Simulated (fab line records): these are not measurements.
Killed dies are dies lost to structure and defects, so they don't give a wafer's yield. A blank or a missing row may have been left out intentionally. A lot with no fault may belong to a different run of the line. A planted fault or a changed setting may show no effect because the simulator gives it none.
Which of the tools did it? | flow nand-harc | 12 lots with 36 wafers sampled at 6 steps, on a route of 1302 steps

WHAT EACH GAUGE READ, for each wafer
NHARC_P_GATE_CD_MEAS_46: the cd target is 720 nm. Usual: 721.3 nm for cd-nm, sd 1.9.
lot  | measured     | on        | cd-nm (nm)        | flag
L983 | day 5 19:05  | cd-sem-02 | 722.2 719.7 721.6 |
L984 | day 6 06:28  | cd-sem-02 | 721.2 720.4 721.9 |
L986 | day 7 08:37  | cd-sem-02 | 719.8 717.8 719.1 |
L989 | day 8 09:52  | cd-sem-03 | 720.8 721.2 718.8 |
L995 | day 11 01:38 | cd-sem-02 | 792.5 826.1 740.1 | OFF
L997 | day 11 15:31 | cd-sem-03 | 748.5 802.0 744.4 | OFF
L996 | day 11 13:31 | cd-sem-03 | 734.1 781.6 754.0 | OFF
L100 | day 13 02:14 | cd-sem-03 | 721.1 720.6 721.8 |
L101 | day 13 13:41 | cd-sem-02 | 722.0 721.9 723.3 |
L103 | day 14 05:50 | cd-sem-02 | 725.0 724.5 724.7 |
L102 | day 14 06:13 | cd-sem-02 | 720.3 722.5 720.4 |
L105 | day 15 02:41 | cd-sem-01 | 718.3 719.5 722.3 |

NHARC_END_SORT_01. Usual: killed-at-array 62, standard deviation 20; killed-at-other 0.8, standard deviation 1.1; killed-at-periphery 3.5, standard deviation 2.4; killed-dies 66, standard deviation 21; killed-open 3.5, standard deviation 1.9; killed-short 2.5, standard deviation 1.7.
lot  | measured     | on        | killed-at-array | killed-at-other | killed-at-periphery | killed-dies | killed-open | killed-short | flag
L996 | day 30 11:35 | prober-01 | 21              | 0               | 4                   | 25          | 1           | 2            |

WHAT TOOL EACH LOT RAN ON (gives the tool, then ch and the chambers of the sampled wafers, and finally the start)
lot  | NHARC_P_GATE_DESCUM_31             | NHARC_P_GATE_HM_OPEN_105                      | NHARC_P_GATE_EXPOSE_43            | NHARC_P_GATE_STRIP_112
L983 | rie-diel-10 ch 1,2,3, day 5 07:22  | rie-diel-10 ch 0,1,3, day 5 18:56 or earlier  | krf-scanner-03 ch 0, day 5 18:56  | plasma-asher-01 ch 0,1, day 5 21:26
L984 | rie-diel-09 ch 2,3, day 5 18:52    | rie-diel-09 ch 0,1,2, day 6 06:19 or earlier  | krf-scanner-04 ch 0, day 6 06:19  | plasma-asher-01 ch 0,1, day 6 08:47
L986 | rie-diel-04 ch 0,1,2, day 6 20:51  | rie-diel-04 ch 0,1,2, day 7 08:28 or earlier  | krf-scanner-03 ch 0, day 7 08:28  | plasma-asher-01 ch 0,1, day 7 11:14
L989 | rie-diel-09 ch 0,2,3, day 7 22:04  | rie-diel-09 ch 0,1, day 8 09:43 or earlier    | krf-scanner-01 ch 0, day 8 09:43  | plasma-asher-01 ch 0,1, day 8 12:04
L995 | rie-diel-10 ch 1,3, day 10 13:53   | rie-diel-10 ch 0,2, day 11 01:28 or earlier   | krf-scanner-01 ch 0, day 11 01:28 | plasma-asher-02 ch 0, day 11 03:52
L997 | rie-diel-09 ch 1,2,3, day 11 01:34 | rie-diel-09 ch 1,3, day 11 15:21 or earlier   | krf-scanner-01 ch 0, day 11 15:21 | plasma-asher-01 ch 0,1, day 11 19:08
L996 | rie-diel-10 ch 2,3, day 11 01:46   | rie-diel-10 ch 0,3, day 11 13:22 or earlier   | krf-scanner-01 ch 0, day 11 13:22 | plasma-asher-01 ch 0,1, day 11 15:56
L100 | rie-diel-10 ch 0,1,2, day 12 12:24 | rie-diel-10 ch 1,3, day 13 02:05 or earlier   | krf-scanner-04 ch 0, day 13 02:05 | plasma-asher-01 ch 0,1, day 13 04:32
L101 | rie-diel-04 ch 2,3, day 13 01:58   | rie-diel-04 ch 0,2, day 13 13:32 or earlier   | krf-scanner-04 ch 0, day 13 13:32 | plasma-asher-02 ch 0,1, day 13 16:04
L103 | rie-diel-10 ch 0,2,3, day 13 17:59 | rie-diel-10 ch 1,3, day 14 05:41 or earlier   | krf-scanner-01 ch 0, day 14 05:41 | plasma-asher-01 ch 0,1, day 14 08:06
L102 | rie-diel-10 ch 0,1,3, day 13 18:29 | rie-diel-10 ch 1,2,3, day 14 06:04 or earlier | krf-scanner-04 ch 0, day 14 06:04 | plasma-asher-02 ch 0,1, day 14 08:36
L105 | rie-diel-04 ch 0,1,2, day 14 12:41 | rie-diel-04 ch 1,2,3, day 15 02:32 or earlier | krf-scanner-01 ch 0, day 15 02:32 | plasma-asher-01 ch 0,1, day 15 05:04
- NHARC_P_GATE_DESCUM_31: chemistry O2, time 3 s.
- NHARC_P_GATE_HM_OPEN_105: chemistry O2/COS, target depth 360 nm.
- NHARC_P_GATE_EXPOSE_43: exposes mask P NSD, target cd 720 nm.
- NHARC_P_GATE_STRIP_112: strips in N2/H2, time 200 s.

WHAT THE TOOLS THEMSELVES READ (means of the sampled wafers that have a number; where no wafer has one, the mark that the record gives instead)
NHARC_P_GATE_DESCUM_31. Usual: drypump-motor-current-A 5.7 A, standard deviation 0.47; mfc-ar-sccm 0.008 sccm, standard deviation 0.0085; oes-product-au 0.999 a.u., standard deviation 0.012; rf-vpp-V 58.1 V, standard deviation 0.85; showerhead-plenum-p-Torr 1.96 Torr, standard deviation 0.076; throttle-valve-pct 11.311 %, standard deviation 0.0095.
lot  | tool        | drypump-motor-current-A (A) | mfc-ar-sccm (sccm) | oes-product-au (a.u.) | rf-vpp-V (V) | showerhead-plenum-p-Torr (Torr) | throttle-valve-pct (%) | flag
L983 | rie-diel-10 | 5.5                         | 0.010              | 0.998                 | 57.6         | 1.97                            | 11.308                 |
L984 | rie-diel-09 | 6.1                         | 0.014              | 1.005                 | 57.7         | 2.02                            | 11.303                 |
L986 | rie-diel-04 | 6.3                         | 0.000              | 1.009                 | 57.7         | 1.86                            | 11.316                 |
L989 | rie-diel-09 | 6.2                         | 0.009              | 0.992                 | 58.6         | 2.01                            | 11.308                 |
L995 | rie-diel-10 | 5.4                         | 0.015              | 1.001                 | 57.9         | 1.96                            | 11.319                 |
L997 | rie-diel-09 | 5.8                         | 0.010              | 1.000                 | 59.1         | 2.01                            | 11.310                 |
L996 | rie-diel-10 | 5.6                         | 0.005              | 0.984                 | 58.7         | 1.97                            | 11.313                 |
L100 | rie-diel-10 | 5.6                         | 0.010              | 0.992                 | 57.5         | 1.94                            | 11.312                 |
L101 | rie-diel-04 | 5.3                         | 0.015              | 0.991                 | 58.5         | 1.98                            | 11.312                 |
L103 | rie-diel-10 | 5.7                         | 0.003              | 0.996                 | 56.9         | 1.99                            | 11.306                 |
L102 | rie-diel-10 | 5.6                         | 0.008              | 0.994                 | 57.7         | 1.99                            | 11.308                 |
L105 | rie-diel-04 | 6.3                         | 0.000              | 1.018                 | 57.4         | 1.85                            | 11.314                 |

NHARC_P_GATE_HM_OPEN_105. Usual: drypump-motor-current-A 5.8 A, standard deviation 0.48; mfc-ar-sccm 0.007 sccm, standard deviation 0.0084; oes-product-au 0.999 a.u., standard deviation 0.011; rf-vpp-V 468.8 V, standard deviation 2.6; showerhead-plenum-p-Torr 3.20 Torr, standard deviation 0.12; throttle-valve-pct 28.330 %, standard deviation 0.0088.
lot  | tool        | drypump-motor-current-A (A) | mfc-ar-sccm (sccm) | oes-product-au (a.u.) | rf-vpp-V (V) | showerhead-plenum-p-Torr (Torr) | throttle-valve-pct (%) | flag
L983 | rie-diel-10 | 5.6                         | 0.008              | 1.002                 | 469.3        | 3.25                            | 28.328                 |
L984 | rie-diel-09 | 5.9                         | 0.007              | 0.993                 | 469.2        | 3.24                            | 28.337                 |
L986 | rie-diel-04 | 6.3                         | 0.000              | 1.014                 | 464.3        | 3.03                            | 28.321                 |
L989 | rie-diel-09 | 5.6                         | 0.003              | 1.002                 | 468.9        | 3.22                            | 28.341                 |
L995 | rie-diel-10 | 5.7                         | 0.003              | 0.985                 | 469.2        | 3.21                            | 28.331                 |
L997 | rie-diel-09 | 5.7                         | 0.008              | 1.000                 | 470.1        | 3.27                            | 28.332                 |
L996 | rie-diel-10 | 5.7                         | 0.001              | 0.993                 | 470.7        | 3.28                            | 28.331                 |
L100 | rie-diel-10 | 5.5                         | 0.007              | 1.002                 | 470.3        | 3.27                            | 28.331                 |
L101 | rie-diel-04 | 6.6                         | 0.000              | 1.011                 | 463.8        | 2.98                            | 28.326                 |
L103 | rie-diel-10 | 5.5                         | 0.007              | 1.002                 | 471.1        | 3.27                            | 28.331                 |
L102 | rie-diel-10 | 5.5                         | 0.010              | 1.003                 | 469.8        | 3.20                            | 28.330                 |
L105 | rie-diel-04 | 5.6                         | 0.007              | 1.004                 | 468.5        | 3.15                            | 28.338                 |

NHARC_P_GATE_EXPOSE_43. Usual: 14.813 for exposure-dose-mJ-cm2, sd 0.016.
lot  | tool           | exposure-dose-mJ-cm2 | flag
L983 | krf-scanner-03 | 14.813               |
L984 | krf-scanner-04 | 14.798               |
L986 | krf-scanner-03 | 14.833               |
L989 | krf-scanner-01 | 14.836               |
L995 | krf-scanner-01 | 14.816               |
L997 | krf-scanner-01 | 14.817               |
L996 | krf-scanner-01 | 14.820               |
L100 | krf-scanner-04 | 14.799               |
L101 | krf-scanner-04 | 14.799               |
L103 | krf-scanner-01 | 14.810               |
L102 | krf-scanner-04 | 14.798               |
L105 | krf-scanner-01 | 14.809               |

NHARC_P_GATE_STRIP_112. Usual: drypump-motor-current-A 5.8 A, standard deviation 0.75; heater-power-w 96 W, standard deviation 7.5.
lot  | tool            | drypump-motor-current-A (A) | heater-power-w (W) | flag
L983 | plasma-asher-01 | 5.7                         | 104                |
L984 | plasma-asher-01 | 5.7                         | 104                |
L986 | plasma-asher-01 | 6.0                         | 104                |
L989 | plasma-asher-01 | 5.7                         | 101                |
L995 | plasma-asher-02 | 4.7                         | 91                 |
L997 | plasma-asher-01 | 5.7                         | 102                |
L996 | plasma-asher-01 | 5.7                         | 101                |
L100 | plasma-asher-01 | 6.0                         | 103                |
L101 | plasma-asher-02 | 6.0                         | 88                 |
L103 | plasma-asher-01 | 5.7                         | 102                |
L102 | plasma-asher-02 | 5.3                         | 90                 |
L105 | plasma-asher-01 | 5.7                         | 102                |

THE ANSWER, worked out from the rows above alone
Rule: take the mean of a lot's wafers that have a number; if it is more than 3 standard deviations from the usual mean, the lot is off. A lot without any number at a reading at which 4 lots or more have one is off too. The other lots that the step has rows for count as sound. Order of review: gauges by route order, followed by the tools' own readings, for which a lot's mean as printed above is used. At the first step where some lot is off, the reading lying furthest off is the one used; lots without a number count as furthest.
Off: L995, L997, L996, at NHARC_P_GATE_CD_MEAS_46 (cd-nm).
A tool fits if, at a process step before that reading, it ran every lot that is off, and no sound lot after the first of them. Gauges at NHARC_P_GATE_CD_MEAS_46: tried the same way as those tools. NHARC_P_GATE_HM_OPEN_105 gives no start for some lots, so the hours and the order of its lots are those of NHARC_P_GATE_EXPOSE_43. None of those tried fits.

WHAT WAS PUT IN BY THE SIMULATOR
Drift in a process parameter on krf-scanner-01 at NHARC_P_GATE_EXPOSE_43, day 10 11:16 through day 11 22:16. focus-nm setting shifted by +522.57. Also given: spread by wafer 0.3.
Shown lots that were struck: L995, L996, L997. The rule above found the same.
